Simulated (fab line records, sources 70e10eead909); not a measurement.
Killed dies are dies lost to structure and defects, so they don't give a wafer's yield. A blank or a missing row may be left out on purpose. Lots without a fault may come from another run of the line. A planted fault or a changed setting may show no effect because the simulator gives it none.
Which tool did it? | flow nand_harc | 6 lots, 18 wafers sampled, at 1 step of a route of 1302

WHAT THE GAUGES READ, wafer by wafer
NHARC_P_GATE_CD_MEAS_59: target cd 720 nm.
lot  | measured     | on        | cd_nm (nm)
L420 | day 6 05:33  | cd_sem-03 | 719.8 722.4 724.0
L422 | day 6 22:25  | cd_sem-01 | 714.5 717.6 720.5
L424 | day 7 14:37  | cd_sem-02 | 715.4 715.9 720.4
L426 | day 8 10:50  | cd_sem-01 | 715.9 719.1 718.0
L438 | day 13 09:20 | cd_sem-03 | 724.8 724.9 721.6
L440 | day 14 15:44 | cd_sem-01 | 723.6 722.3 722.1

WHICH TOOL RAN EACH LOT (tool, then ch and the chambers of the sampled wafers, then the start)
The record holds no process step before these readings.

THE ANSWER, worked out from the rows above alone
Rule: what is usual is taken from the lots themselves. Put in order of their means at a reading, lots are off if they are a third of the lots or fewer, leave a main group of 4 or more, and stand apart from it by a gap of 3 or more times the standard deviation of the main group's means; of several such gaps the widest counts. A main group whose means are all the same, to the digits that the tables above print for the reading, isn't used. A lot without any number at a reading at which 4 lots or more have one is off too. The other lots that the step has rows for count as sound.
No lot is off at any reading shown: from this, nothing can be told.

WHAT THE SIMULATOR HAD PUT IN
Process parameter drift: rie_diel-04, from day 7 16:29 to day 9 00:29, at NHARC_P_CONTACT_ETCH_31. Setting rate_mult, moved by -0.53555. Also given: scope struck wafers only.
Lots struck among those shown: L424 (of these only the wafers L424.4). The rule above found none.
